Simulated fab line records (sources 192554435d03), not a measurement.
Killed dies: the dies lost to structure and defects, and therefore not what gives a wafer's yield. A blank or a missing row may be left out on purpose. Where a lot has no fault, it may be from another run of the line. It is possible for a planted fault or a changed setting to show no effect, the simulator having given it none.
8D (eight disciplines) problem report, filled in by code -- flow n5-finfet -- the parts of the form that need people (team, actions taken, sign-off) are left out

## 1. THE ISSUE
N5_BEOL_M7_VIA_ETCH_34, run-length-s: mean 71.4 s over 1 wafer from 1 lot; wafers with no fault: 73.9 s, standard deviation 0.4. Measured from the usual mean, that is -6.2 standard deviations.
The step: etches SiCOH lowk in C4F6/O2, target depth 125.5 nm, time 50.5 s.
First seen on wafer L453.5, day 13 18:32, on rie-diel-04. At this step, 15 wafers from 5 lots have a number in the record. Rule for "out" (also "out of limits"): further than 4 standard deviations from the usual mean. All remaining wafers that have a number are taken as sound.

## 2. WHAT IT IS; WHAT IT IS NOT
question,is,is not
which readings at this step,run-length-s,"drypump-motor-current-A, oes-product-au, rf-vpp-V, showerhead-plenum-p-Torr, throttle-valve-pct"
which lots,L453,"L439, L441, L456, L457"
which wafers of those lots,L453.5,"L453.3, L453.6"
read on which tools,rie-diel-04,"rie-diel-02, rie-diel-05"
when,from day 13 18:32,"up to then (8 sound wafers); but 6 sound wafers of L456, L457 came after"

## 3. SUSPECTS, AND WHAT RULES EACH OUT
Counting: any tool at a process step up to the reading remains a suspect provided it ran every lot that is out. Sound lots after the first of them don't rule it out here, since some wafers of a struck lot are sound.
- rie-diel-04 at N5_BEOL_M7_DESCUM_33 (chemistry O2, time 7 s): kept. It processed L453, the lot that is out, at day 13 18:22, and its most recent sound lot before then was L439 at day 9 14:43.
- rie-diel-04 at N5_BEOL_M7_ETCH_72 (etches underlayer in N2/H2, target depth 6.5 nm, time 5.2 s): kept. It processed L453, the lot that is out, at day 13 18:24, and its most recent sound lot before then was L439 at day 9 14:45.
- rie-diel-04 at N5_BEOL_M7_ETCH_65 (etches SiARC in CF4, target depth 15.6 nm, time 26 s): kept. It processed L453, the lot that is out, at day 13 18:25, and its most recent sound lot before then was L439 at day 9 14:46.
- rie-diel-04 at N5_BEOL_M7_ETCH_66 (etches SOC in N2/H2, target depth 80 nm, overetch 16 nm, time 120 s): kept. It processed L453, the lot that is out, at day 13 18:26, and its most recent sound lot before then was L439 at day 9 14:48.
- rie-diel-04 at N5_BEOL_M7_VIA_ETCH_34 (etches SiCOH lowk in C4F6/O2, target depth 125.5 nm, time 50.5 s): kept. It processed L453, the lot that is out, at day 13 18:32, and its most recent sound lot before then was L439 at day 9 14:54. Out on those wafers are its own readings of run-length-s.
- In rie-diel-04 at N5_BEOL_M7_DESCUM_33, the wafers that are out were processed in chamber 2 and their sound lot-mates in chambers 0, 3.
- In rie-diel-04 at N5_BEOL_M7_ETCH_72, the wafers that are out were processed in chamber 2 and their sound lot-mates in chambers 0, 3.
- In rie-diel-04 at N5_BEOL_M7_ETCH_65, the wafers that are out were processed in chamber 2 and their sound lot-mates in chambers 0, 3.
- In rie-diel-04 at N5_BEOL_M7_ETCH_66, the wafers that are out were processed in chamber 2 and their sound lot-mates in chambers 0, 3.
- In rie-diel-04 at N5_BEOL_M7_VIA_ETCH_34, the wafers that are out were processed in chamber 2 and their sound lot-mates in chambers 0, 3.
Left after counting: rie-diel-04 at N5_BEOL_M7_DESCUM_33, rie-diel-04 at N5_BEOL_M7_ETCH_72, rie-diel-04 at N5_BEOL_M7_ETCH_65, rie-diel-04 at N5_BEOL_M7_ETCH_66, rie-diel-04 at N5_BEOL_M7_VIA_ETCH_34.

## 4. THE CAUSE (what the simulator had put in)
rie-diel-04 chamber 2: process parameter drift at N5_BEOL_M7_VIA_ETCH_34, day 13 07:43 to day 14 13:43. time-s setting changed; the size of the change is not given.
Counting leaves 5 suspects; this tool is one of them.

## 5. THE CHAIN OF EFFECTS, in route order
Rows list readings where the struck wafers' mean (over those with a number) sits beyond 3 standard deviations from the usual. Only readings for which the record gives a usual standard deviation are gone through. hours: the time from each lot's start at the first step in this table that gives one to its start at this step, as a median over the lots. sigmas: the change in usual standard deviations.
hours,step,reading,usual,on struck wafers,change,sigmas
0,N5_BEOL_M7_VIA_ETCH_34,run-length-s,73.9 s,71.4,-2.5,-6.2
The process steps in it:
- N5_BEOL_M7_VIA_ETCH_34: etches SiCOH lowk in C4F6/O2, target depth 125.5 nm, time 50.5 s.
Readings that are blank on the struck wafers while sound wafers have them: bias-w at N5_BEOL_M7_VIA_ETCH_34.

## 6. HOW IT WOULD HAVE BEEN CAUGHT EARLIER
In this record no reading fell out of limits until day 13 18:32, 11 hours after the fault had begun at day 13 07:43.
